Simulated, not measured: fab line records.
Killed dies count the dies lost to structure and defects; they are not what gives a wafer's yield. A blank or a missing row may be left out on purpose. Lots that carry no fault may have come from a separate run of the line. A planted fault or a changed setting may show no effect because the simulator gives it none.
Matching of chambers ; flow n5-finfet ; pecvd-04 running N5_FIN_SAQP_HM_DEP_03: 3 sister chambers
The step deposits SiNx from SiH4/NH3/N2, target thk 38 nm, time 33.6 s. 20 wafers are shown with their chamber, then 10 later ones without.

== WAFERS WITH THEIR CHAMBER ==
wafer;chamber;throttle-valve-pct (%);showerhead-plenum-p-Torr (Torr);heater-power-w (W)
L075.1;0;37.3;5.24;706
L075.3;1;41.1;5.18;936
L075.5;1;41.1;5.18;905
L077.1;1;40.9;5.19;802
L077.2;0;37.6;5.25;677
L077.6;0;37.6;5.25;686
L081.1;0;37.5;5.25;800
L081.3;2;35.9;5.19;750
L081.6;1;40.8;5.18;796
L083.3;2;36.5;5.17;815
L083.4;2;36.3;5.19;799
L083.6;1;41.0;5.19;873
L086.1;2;36.3;5.18;722
L086.2;0;37.6;5.27;758
L086.3;1;40.9;5.19;860
L087.1;0;37.6;5.27;686
L087.4;0;37.7;5.26;693
L087.5;2;36.3;5.19;740
L094.3;1;41.1;5.18;846
L094.4;0;37.5;5.26;759

SIGNATURES (averages over the wafers above)
reading;chamber 0;chamber 1;chamber 2;scatter within a chamber
throttle-valve-pct;37.550;40.986;36.260;0.15
showerhead-plenum-p-Torr;5.2562;5.1843;5.1840;0.00867
heater-power-w;720.62;859.71;765.20;46.3
Rule: a wafer's distance from a chamber is the root of the sum, over the readings, of the square of ((its reading less the chamber's mean) divided by the reading's scatter). If the next closest chamber is less than 2 further off than the closest, the wafer can't be placed; otherwise it belongs to the closest. How the scatter is found: for the shown wafers, subtract from each reading the mean of its chamber, square and add these, divide the total by (wafers less chambers), then take the root.

== WAFERS WHOSE CHAMBER IS MISSING ==
wafer;throttle-valve-pct (%);showerhead-plenum-p-Torr (Torr);heater-power-w (W)
L094.5;41.2;5.19;828
L096.1;40.9;5.19;870
L096.2;37.4;5.27;773
L096.3;37.6;5.26;784
L096.4;41.1;5.21;888
L096.5;41.1;5.19;890
L096.6;37.2;5.27;800
L097.2;37.6;5.27;795
L097.3;41.0;5.20;927
L097.5;41.1;5.19;938

== EACH ONE'S CHAMBER ==
wafer;from the rows above;in truth
L094.5;1;1
L096.1;1;1
L096.2;0;0
L096.3;0;0
L096.4;1;1
L096.5;1;1
L096.6;0;0
L097.2;0;0
L097.3;1;1
L097.5;1;1
Correctly placed: 10 of 10. Can't be placed from these rows: 0. Number placed wrongly: 0.
